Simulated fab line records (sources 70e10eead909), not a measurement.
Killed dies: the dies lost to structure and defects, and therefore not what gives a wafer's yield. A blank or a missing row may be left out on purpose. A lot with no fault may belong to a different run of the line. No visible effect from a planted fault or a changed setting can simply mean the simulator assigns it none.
A single fault, viewed from 3 desks | flow nand harc | each desk has only its own numbers; what lay behind them comes last

== FOR THE TOOL OWNER'S DESK: litho track-04 ==
At NHARC_P_M1_SOFTBAKE_04 (time 55 s), the tool's own readings, given per lot that ran on this tool as the mean of the sampled wafers with a number. The brackets show how far a lot's mean lies from the usual mean; more than 4 standard deviations puts the lot out of limits, marked OUT.
Columns: A = exhaust pa at NHARC_P_M1_SOFTBAKE_04, usual 45.2 Pa; B = heater power total W at NHARC_P_M1_SOFTBAKE_04, usual 188.46 W
lot  | first seen here | A    | B
L805 | day 10 00:00    | 44.4 | 188.52
L815 | day 14 11:00    | 46.2 | 199.56 (+79) OUT
L816 | day 15 01:00    | 45.4 | 199.76 (+81) OUT
This desk's verdict: out of limits on L815, L816, starting with L815 at day 14 11:00 (heater power total W at NHARC_P_M1_SOFTBAKE_04). L805 stayed within limits.

== THE DEFECT DESK ==
What the inspections along the route counted, lot by lot: means of the sampled wafers that have a number. The brackets show how far a lot's mean lies from the usual mean; more than 4 standard deviations puts the lot out of limits, marked OUT.
Columns: A = raw defect count at NHARC_P_M0_INSPECT_27, usual 334
lot  | first seen here | A
L802 | day 9 10:10     | 246
L805 | day 9 23:29     | 331
L815 | day 14 10:08    | 201
L816 | day 15 00:28    | 255
L817 | day 15 06:01    | 364
L818 | day 15 14:18    | 169
This desk's finding: nothing out of limits on any of the 6 lots.

== THE METROLOGY DESK ==
What the gauges read for every lot (on any tool): the sampled wafers with a number, averaged. The brackets show how far a lot's mean lies from the usual mean; more than 4 standard deviations puts the lot out of limits, marked OUT.
Columns: A = thk nm at NHARC_P_M0_THK_MEAS_24, usual 117.4 nm
lot  | first seen here | A
L802 | day 9 09:59     | 117.0
L805 | day 9 23:20     | 119.2
L815 | day 14 09:58    | 117.8
L816 | day 15 00:18    | 115.2
L817 | day 15 05:52    | 116.2
L818 | day 15 14:08    | 116.1
This desk's finding: nothing out of limits on any of the 6 lots.

== TAKEN TOGETHER ==
On L815, L816, at day 14 11:00, an alarm was possible from the tool owner's desk.
Nothing the defect desk looked at was out of limits.
The metrology desk saw nothing out of limits.
The defect desk has L815, L816 on record, within its limits.
The metrology desk has L815, L816 on record, within its limits.
Of the lots named, all ran NHARC_P_M1_SOFTBAKE_04 on litho track-04.

== WHAT HAD BEEN PUT IN BY THE SIMULATOR ==
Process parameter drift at NHARC_P_M1_SOFTBAKE_04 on litho track-04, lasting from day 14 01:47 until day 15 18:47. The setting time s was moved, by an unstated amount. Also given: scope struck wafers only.
Struck lots among those shown: L815, L816.
Hours from the fault's start to each desk's first reading out of limits: the tool owner's desk, 9.
